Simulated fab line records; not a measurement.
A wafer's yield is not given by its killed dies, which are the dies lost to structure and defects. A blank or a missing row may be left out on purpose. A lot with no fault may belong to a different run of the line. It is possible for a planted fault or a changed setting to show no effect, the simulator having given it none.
Which of the tools did it?	flow n5Finfet	66 wafers from 22 lots sampled at 6 of the route's 1938 steps

## WHAT THE GAUGES SHOWED, per wafer
The record lacks any reading of a measuring or inspecting step that a usual standard deviation could be used to judge.

## WHAT TOOL EACH LOT RAN ON (gives the tool, then ch and the chambers of the sampled wafers, and finally the start)
lot	N5_GATE_CUT_ETCH_37	N5_GATE_CUT_CUT_ETCH_54	N5_GATE_CUT_CMP_23	N5_MOL_CONTACT_COAG_ETCH_110	N5_MOL_CONTACT_COAG_SPUTTER_130	N5_MOL_CONTACT_COAG_ETCH_91
L074	rieDiel-03 ch 0,2, day 4 12:43	rieMetal-02 ch 0,1, day 4 13:05	cmp-03 ch 0,2, day 4 15:13	rieDiel-06 ch 1,2, day 4 17:29	pvdSputter-02, day 4 21:28	rieDiel-02 ch 0,1,2, day 5 04:18
L075	rieDiel-05 ch 0,2,3, day 4 21:20	rieMetal-01 ch 0,1, day 4 21:43	cmp-01 ch 1,2, day 4 23:47	rieDiel-06 ch 0,1,3, day 5 01:39	pvdSputter-01, day 5 12:17	rieDiel-02 ch 0,1,3, day 5 17:57
L076	rieDiel-03 ch 0,1, day 5 01:07	rieMetal-01 ch 0,1, day 5 01:31	cmp-02 ch 0,1,2, day 5 04:28	rieDiel-04 ch 0,2,3, day 5 06:06	pvdSputter-01, day 5 12:39	rieDiel-06 ch 1,2,3, day 5 18:59
L077	rieDiel-01 ch 0,2,3, day 5 06:34	rieMetal-03 ch 0,1, day 5 06:56	cmp-02 ch 0,3, day 5 08:48	rieDiel-06 ch 1,3, day 5 10:32	pvdSputter-02, day 5 16:55	rieDiel-04 ch 0,2,3, day 5 21:16
L078	rieDiel-01 ch 0,3, day 5 16:39	rieMetal-03 ch 0,1, day 5 17:01	cmp-02 ch 1,2,3, day 5 19:02	rieDiel-06 ch 0,2,3, day 5 20:49	pvdSputter-02, day 6 02:39	rieDiel-02 ch 0,3, day 6 08:19
L079	rieDiel-03 ch 1,2, day 5 19:30	rieMetal-02 ch 0,1, day 5 19:52	cmp-01 ch 0,1,2, day 5 21:58	rieDiel-04 ch 1,2,3, day 5 23:56	pvdSputter-01, day 6 05:29	rieDiel-04 ch 0,1,2, day 6 09:57
L081	rieDiel-05 ch 0,1,3, day 6 05:41	rieMetal-02 ch 0,1, day 6 06:04	cmp-03 ch 0,2, day 6 08:26	rieDiel-06 ch 1,2, day 6 10:26	pvdSputter-02, day 6 15:02	rieDiel-02 ch 0,2, day 6 19:30
L080	rieDiel-03 ch 0,2, day 6 12:15	rieMetal-02 ch 0,1, day 6 12:39	cmp-02 ch 0,2,3, day 6 14:46	rieDiel-04 ch 1,2,3, day 6 16:37	pvdSputter-02, day 6 23:11	rieDiel-04 ch 0,1,2, day 7 03:29
L082	rieDiel-01 ch 2,3, day 6 13:23	rieMetal-02 ch 0,1, day 6 13:47	cmp-02 ch 0,2,3, day 6 15:44	rieDiel-06 ch 0,1, day 6 17:32	pvdSputter-03, day 7 03:19	rieDiel-02 ch 1,2, day 7 07:49
L083	rieDiel-01 ch 0,1,3, day 6 23:51	rieMetal-02 ch 0,1, day 7 00:13	cmp-03 ch 0,3, day 7 03:02	rieDiel-06 ch 0,1,3, day 7 04:52	pvdSputter-03, day 7 10:32	rieDiel-06 ch 1,3, day 7 14:58
L084	rieDiel-03 ch 0,1, day 7 06:32	rieMetal-01 ch 0,1, day 7 06:55	cmp-03 ch 1,2,3, day 7 08:47	rieDiel-04 ch 0,2,3, day 7 10:32	pvdSputter-03, day 7 15:33	rieDiel-02 ch 1,2,3, day 7 20:17
L085	rieDiel-01 ch 0,2,3, day 7 08:49	rieMetal-03 ch 0,1, day 7 09:11	cmp-03 ch 0,2,3, day 7 11:07	rieDiel-02 ch 1,2,3, day 7 13:07	pvdSputter-01, day 7 19:10	rieDiel-06 ch 0,3, day 7 23:30
L087	rieDiel-03 ch 0,3, day 7 17:35	rieMetal-01 ch 0,1, day 7 17:57	cmp-01 ch 0,1,3, day 7 19:56	rieDiel-02 ch 1,2, day 7 21:34	pvdSputter-01, day 8 05:34	rieDiel-06 ch 1,3, day 8 10:53
L088	rieDiel-01 ch 0,1,2, day 8 00:03	rieMetal-01 ch 0,1, day 8 00:25	cmp-02 ch 2,3, day 8 02:16	rieDiel-02 ch 0,1,2, day 8 04:02	pvdSputter-01, day 8 08:41	rieDiel-06 ch 1,2,3, day 8 13:32
L089	rieDiel-05 ch 0,2,3, day 8 06:51	rieMetal-01 ch 1, day 8 07:13	cmp-03 ch 0,1,3, day 8 09:17	rieDiel-04 ch 1,2,3, day 8 10:58	pvdSputter-03, day 8 17:10	rieDiel-02 ch 0,3, day 8 21:59
L090	rieDiel-03 ch 2,3, day 8 11:23	rieMetal-02 ch 0,1, day 8 11:46	cmp-01 ch 0,1,2, day 8 14:54	rieDiel-06 ch 1,2,3, day 8 17:32	pvdSputter-03, day 8 23:37	rieDiel-06 ch 1,2, day 9 03:50
L091	rieDiel-03 ch 2,3, day 8 21:35	rieMetal-02 ch 0,1, day 8 21:58	cmp-02 ch 0,1, day 8 23:59	rieDiel-02 ch 0,2,3, day 9 01:50	pvdSputter-03, day 9 09:06	rieDiel-02 ch 1,2, day 9 13:47
L093	rieDiel-03 ch 0,1,2, day 9 08:35	rieMetal-02 ch 0,1, day 9 08:57	cmp-02 ch 2,3, day 9 10:49	rieDiel-04 ch 0,2, day 9 12:41	pvdSputter-01, day 9 17:49	rieDiel-02 ch 0,2, day 9 22:13
L094	rieDiel-01 ch 1,2, day 9 12:53	rieMetal-01 ch 0,1, day 9 13:15	cmp-01 ch 1,2,3, day 9 15:10	rieDiel-04 ch 0,2, day 9 16:52	pvdSputter-02, day 9 21:20	rieDiel-02 ch 0,1,2, day 10 02:11
L095	rieDiel-01 ch 2,3, day 9 17:31	rieMetal-01 ch 0,1, day 9 17:53	cmp-02 ch 1,2,3, day 9 19:50	rieDiel-02 ch 1,2,3, day 9 21:30	pvdSputter-03, day 10 03:43	rieDiel-02 ch 2,3, day 10 08:15
L096	rieDiel-03 ch 1,3, day 10 03:53	rieMetal-03 ch 0,1, day 10 04:15	cmp-02 ch 0,2,3, day 10 06:19	rieDiel-06 ch 0,2, day 10 08:08	pvdSputter-01, day 10 13:29	rieDiel-04 ch 0,1,2, day 10 18:48
L097	rieDiel-03 ch 1,3, day 10 10:26	rieMetal-02 ch 0,1, day 10 10:49	cmp-02 ch 0,1,3, day 10 12:53	rieDiel-02 ch 0,1,2, day 10 14:35	pvdSputter-02, day 10 19:25	rieDiel-06 ch 1,2,3, day 11 00:20
- N5_GATE_CUT_ETCH_37: etches SOC in N2/H2, target depth 60 nm, overetch 12 nm, time 90 s.
- N5_GATE_CUT_CUT_ETCH_54: etches TiN in Cl2/BCl3, target depth 96.7 nm.
- N5_GATE_CUT_CMP_23: polishes, stops on SiO2, t overpolish 23.4 s, target thk 16 nm.
- N5_MOL_CONTACT_COAG_ETCH_110: etches Si in CF4/O2, target depth 2.5 nm, time 8 s.
- N5_MOL_CONTACT_COAG_SPUTTER_130: material Co, target thk 47.5 nm.
- N5_MOL_CONTACT_COAG_ETCH_91: etches SOC in N2/H2, target depth 60 nm, overetch 21 nm, time 101.2 s.

## AS READ BY THE TOOLS THEMSELVES (means over the sampled wafers that have a number; for cases with no such wafer, the mark the record gives instead)
N5_GATE_CUT_ETCH_37.
lot	tool	drypumpMotorCurrentA (A)	oesProductAu (a.u.)	rfVppV (V)	showerheadPlenumPTorr (Torr)	throttleValvePct (%)
L074	rieDiel-03	6.1	0.65	523.8	2.51	17.87
L075	rieDiel-05	5.9	0.71	524.3	2.58	17.87
L076	rieDiel-03	5.9	0.70	522.4	2.50	17.86
L077	rieDiel-01	6.0	0.74	523.1	2.49	17.67
L078	rieDiel-01	6.2	0.70	522.4	2.49	17.75
L079	rieDiel-03	5.0	0.72	522.9	2.52	18.00
L081	rieDiel-05	5.8	0.79	524.2	2.56	17.78
L080	rieDiel-03	6.1	0.63	522.3	2.51	17.91
L082	rieDiel-01	5.9	0.77	522.6	2.47	17.60
L083	rieDiel-01	6.0	0.66	522.0	2.46	17.81
L084	rieDiel-03	5.3	0.75	523.0	2.50	17.93
L085	rieDiel-01	6.0	0.72	522.6	2.49	17.71
L087	rieDiel-03	6.4	0.75	523.3	2.50	17.67
L088	rieDiel-01	5.8	0.69	522.3	2.47	17.76
L089	rieDiel-05	5.9	0.77	523.6	2.56	17.81
L090	rieDiel-03	6.0	0.76	522.5	2.51	17.75
L091	rieDiel-03	6.0	0.74	523.1	2.51	17.76
L093	rieDiel-03	5.5	0.68	523.2	2.50	17.98
L094	rieDiel-01	5.7	0.66	520.4	2.42	17.78
L095	rieDiel-01	5.8	0.74	521.8	2.46	17.63
L096	rieDiel-03	5.8	0.79	523.2	2.51	17.74
L097	rieDiel-03	5.3	0.77	522.9	2.49	17.88

N5_GATE_CUT_CUT_ETCH_54.
lot	tool	drypumpMotorCurrentA (A)	etchRfOnTimeS (s)	oesProductAu (a.u.)	throttleValvePct (%)
L074	rieMetal-02	5.6	36.7	0.70	22.1
L075	rieMetal-01	5.7	37.2	0.61	22.6
L076	rieMetal-01	6.0	37.2	0.65	22.6
L077	rieMetal-03	6.0	36.8	0.71	22.4
L078	rieMetal-03	6.0	36.6	0.64	22.6
L079	rieMetal-02	5.8	36.5	0.68	22.2
L081	rieMetal-02	5.6	36.9	0.69	22.1
L080	rieMetal-02	5.8	36.5	0.68	22.2
L082	rieMetal-02	5.7	36.2	0.68	22.2
L083	rieMetal-02	5.6	36.4	0.69	22.1
L084	rieMetal-01	6.0	37.3	0.64	22.6
L085	rieMetal-03	5.9	36.6	0.70	22.3
L087	rieMetal-01	5.7	37.2	0.60	22.6
L088	rieMetal-01	6.0	37.0	0.65	22.6
L089	rieMetal-01	6.3	36.8	0.68	22.6
L090	rieMetal-02	5.6	36.7	0.68	22.1
L091	rieMetal-02	5.6	36.6	0.67	22.1
L093	rieMetal-02	5.8	36.0	0.67	22.3
L094	rieMetal-01	5.7	37.3	0.59	22.7
L095	rieMetal-01	5.7	37.3	0.59	22.7
L096	rieMetal-03	5.9	36.9	0.68	22.4
L097	rieMetal-02	5.8	36.2	0.66	22.3

N5_GATE_CUT_CMP_23.
lot	tool	motorCurrentA (A)	overpolishRunS (s)	timeToEndpointS (s)
L074	cmp-03	9.0	23.397	21.3
L075	cmp-01	8.6	23.397	21.4
L076	cmp-02	9.8	23.404	18.9
L077	cmp-02	9.2	23.403	20.8
L078	cmp-02	9.3	23.405	20.7
L079	cmp-01	8.8	23.397	19.7
L081	cmp-03	9.2	23.407	22.5
L080	cmp-02	9.2	23.402	18.1
L082	cmp-02	9.3	23.402	21.2
L083	cmp-03	9.5	23.400	18.8
L084	cmp-03	9.4	23.396	19.7
L085	cmp-03	9.5	23.396	20.1
L087	cmp-01	9.4	23.406	21.8
L088	cmp-02	9.3	23.399	20.8
L089	cmp-03	9.5	23.392	17.9
L090	cmp-01	8.7	23.400	19.4
L091	cmp-02	9.8	23.397	19.8
L093	cmp-02	9.6	23.406	19.5
L094	cmp-01	8.6	23.393	22.6
L095	cmp-02	9.4	23.408	21.1
L096	cmp-02	9.3	23.401	18.5
L097	cmp-02	9.5	23.398	18.3

N5_MOL_CONTACT_COAG_ETCH_110.
lot	tool	O2_flow_sccm (sccm)	drypumpMotorCurrentA (A)	oesProductAu (a.u.)	rfVppV (V)	showerheadPlenumPTorr (Torr)	throttleValvePct (%)
L074	rieDiel-06	9.96	6.0	0.90	134	2.19	10.73
L075	rieDiel-06	9.98	5.8	0.86	127	2.19	10.70
L076	rieDiel-04	10.01	5.9	0.75	124	2.22	10.78
L077	rieDiel-06	10.00	5.7	0.93	130	2.19	10.57
L078	rieDiel-06	9.99	5.6	0.77	126	2.20	10.81
L079	rieDiel-04	10.00	5.6	0.76	125	2.17	10.86
L081	rieDiel-06	9.99	6.0	0.88	134	2.19	10.77
L080	rieDiel-04	9.97	5.5	0.76	123	2.17	10.87
L082	rieDiel-06	9.98	5.9	0.76	124	2.19	10.88
L083	rieDiel-06	9.98	5.8	0.82	127	2.18	10.75
L084	rieDiel-04	9.98	5.9	0.75	123	2.22	10.84
L085	rieDiel-02	9.99	5.2	0.79	125	2.19	10.71
L087	rieDiel-02	9.99	5.1	0.74	125	2.22	10.72
L088	rieDiel-02	9.97	5.4	0.72	127	2.23	10.80
L089	rieDiel-04	10.01	5.5	0.75	124	2.17	10.92
L090	rieDiel-06	9.97	5.7	0.82	132	2.19	10.78
L091	rieDiel-02	10.00	5.3	0.78	127	2.25	10.80
L093	rieDiel-04	9.98	6.0	0.69	122	2.22	10.92
L094	rieDiel-04	10.03	6.1	0.70	123	2.24	10.91
L095	rieDiel-02	9.96	5.2	0.77	126	2.18	10.77
L096	rieDiel-06	10.01	5.6	0.87	122	2.19	10.56
L097	rieDiel-02	10.01	5.4	0.70	127	2.22	10.85

N5_MOL_CONTACT_COAG_SPUTTER_130.
lot	tool	throttleValvePct (%)
L074	pvdSputter-02	29.9
L075	pvdSputter-01	31.2
L076	pvdSputter-01	29.6
L077	pvdSputter-02	30.0
L078	pvdSputter-02	30.1
L079	pvdSputter-01	29.6
L081	pvdSputter-02	30.3
L080	pvdSputter-02	30.3
L082	pvdSputter-03	28.5
L083	pvdSputter-03	28.4
L084	pvdSputter-03	29.3
L085	pvdSputter-01	30.0
L087	pvdSputter-01	31.0
L088	pvdSputter-01	29.7
L089	pvdSputter-03	29.1
L090	pvdSputter-03	29.1
L091	pvdSputter-03	29.0
L093	pvdSputter-01	28.9
L094	pvdSputter-02	30.1
L095	pvdSputter-03	29.5
L096	pvdSputter-01	29.6
L097	pvdSputter-02	29.7

N5_MOL_CONTACT_COAG_ETCH_91.
lot	tool	drypumpMotorCurrentA (A)	oesProductAu (a.u.)	rfVppV (V)	showerheadPlenumPTorr (Torr)	throttleValvePct (%)
L074	rieDiel-02	5.4	0.62	524.1	2.57	17.67
L075	rieDiel-02	5.6	0.66	523.5	2.52	17.76
L076	rieDiel-06	5.7	0.72	523.0	2.52	17.95
L077	rieDiel-04	5.9	0.62	523.9	2.52	17.64
L078	rieDiel-02	5.4	0.70	524.4	2.55	17.94
L079	rieDiel-04	5.7	0.62	524.4	2.54	17.96
L081	rieDiel-02	5.5	0.62	525.6	2.63	17.72
L080	rieDiel-04	5.7	0.62	523.0	2.53	17.97
L082	rieDiel-02	5.4	0.61	523.1	2.49	17.66
L083	rieDiel-06	5.7	0.74	522.3	2.48	17.78
L084	rieDiel-02	5.2	0.65	523.1	2.52	17.83
L085	rieDiel-06	5.6	0.67	523.1	2.49	17.82
L087	rieDiel-06	5.7	0.73	521.5	2.47	17.80
L088	rieDiel-06	5.7	0.70	523.3	2.50	18.00
L089	rieDiel-02	5.7	0.64	523.8	2.57	17.83
L090	rieDiel-06	6.0	0.71	522.1	2.51	18.08
L091	rieDiel-02	5.4	0.60	523.1	2.49	17.70
L093	rieDiel-02	5.2	0.61	525.5	2.63	17.80
L094	rieDiel-02	5.5	0.60	524.4	2.55	17.73
L095	rieDiel-02	4.9	0.65	525.1	2.59	17.95
L096	rieDiel-04	5.7	0.60	523.7	2.52	18.02
L097	rieDiel-06	5.7	0.68	522.8	2.49	18.03

## THE ANSWER, worked out from the rows above alone
Rule: the lots themselves supply what counts as usual. Put in order of their means at a reading, lots are off if they are a third of the lots or fewer, leave a main group of 4 or more, and stand apart from it by a gap of 3 or more times the standard deviation of the main group's means; of several such gaps the widest counts. If all means in a main group match to the digits the tables above print for the reading, that group is not used. A lot without any number at a reading at which 4 lots or more have one is off too. The other lots that the step has rows for count as sound. After the gauges, taken in route order, come the tools' own readings; for these a lot's mean is taken, as printed above. The first step at which some lot is off is used, and at that step the reading that is off furthest; a lot without a number counts as furthest.
Across all readings shown, no lot is off: no conclusion can be drawn from this.

## WHAT HAD BEEN PUT IN BY THE SIMULATOR
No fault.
